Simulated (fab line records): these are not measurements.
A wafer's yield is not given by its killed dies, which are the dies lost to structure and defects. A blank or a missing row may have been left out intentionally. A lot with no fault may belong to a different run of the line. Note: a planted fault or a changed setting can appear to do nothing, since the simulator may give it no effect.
Which tool was responsible? | flow nand harc | at 1 step of a route of 1302, 24 lots with 72 wafers sampled

WHAT EACH GAUGE READ, for each wafer
NHARC_A_SLIT_CD_MEAS_09: target cd 300 nm. Usual: cd nm 299.9 nm, standard deviation 0.67.
lot  | measured     | on        | cd nm (nm)        | flag
L074 | day 19 11:55 | cd sem-03 | 300.3 300.8 299.4 |
L075 | day 19 21:51 | cd sem-02 | 300.5 299.7 299.7 |
L076 | day 20 06:47 | cd sem-03 | 300.5 300.5 299.1 |
L077 | day 20 15:27 | cd sem-01 | 300.3 299.1 300.2 |
L078 | day 20 15:40 | cd sem-01 | 299.3 299.9 299.0 |
L079 | day 21 18:32 | cd sem-03 | 300.0 299.8 300.3 |
L081 | day 22 09:35 | cd sem-01 | 300.4 300.2 299.8 |
L080 | day 22 11:28 | cd sem-01 | 300.5 300.9 300.0 |
L082 | day 23 00:03 | cd sem-02 | 299.2 299.6 300.4 |
L084 | day 23 19:43 | cd sem-03 | 300.4 300.1 299.7 |
L083 | day 23 19:53 | cd sem-02 | 300.6 300.2 299.9 |
L085 | day 23 21:36 | cd sem-02 | 300.0 300.0 300.9 |
L087 | day 24 11:40 | cd sem-02 | 299.6 300.0 300.2 |
L086 | day 24 12:20 | cd sem-03 | 299.6 300.5 300.0 |
L089 | day 25 07:23 | cd sem-02 | 300.5 300.7 299.8 |
L088 | day 25 07:43 | cd sem-01 | 300.8 300.4 300.4 |
L090 | day 26 09:01 | cd sem-03 | 299.4 300.7 301.5 |
L091 | day 26 10:24 | cd sem-03 | 299.0 300.9 299.0 |
L093 | day 27 15:04 | cd sem-03 | 300.1 300.0 299.1 |
L092 | day 27 15:34 | cd sem-01 | 298.7 300.5 299.7 |
L094 | day 27 17:35 | cd sem-02 | 299.4 300.4 298.1 |
L095 | day 28 07:44 | cd sem-03 | 299.0 299.0 300.1 |
L096 | day 28 07:56 | cd sem-01 | 300.1 300.1 300.2 |
L097 | day 28 23:26 | cd sem-03 | 299.3 299.7 298.8 |

EACH LOT AND THE TOOL THAT RAN IT (in order: tool; ch and the chambers of the sampled wafers; start)
Record: no process step prior to these readings.

AS READ BY THE TOOLS THEMSELVES (means over the sampled wafers that have a number; for cases with no such wafer, the mark the record gives instead)
The record holds no such reading with a usual standard deviation.

THE ANSWER, worked out from the rows above alone
Rule: a lot counts as off when the mean over its wafers that have a number is more than 3 standard deviations away from the usual mean. Also off: a lot with no number at a reading for which 4 or more lots have one. All remaining lots with rows at the step are treated as sound. Order of review: gauges by route order, followed by the tools' own readings, for which a lot's mean as printed above is used. At the first step where some lot is off, the reading lying furthest off is the one used; lots without a number count as furthest.
None of the lots is off at any reading shown; this tells nothing.

WHAT WAS PUT IN BY THE SIMULATOR
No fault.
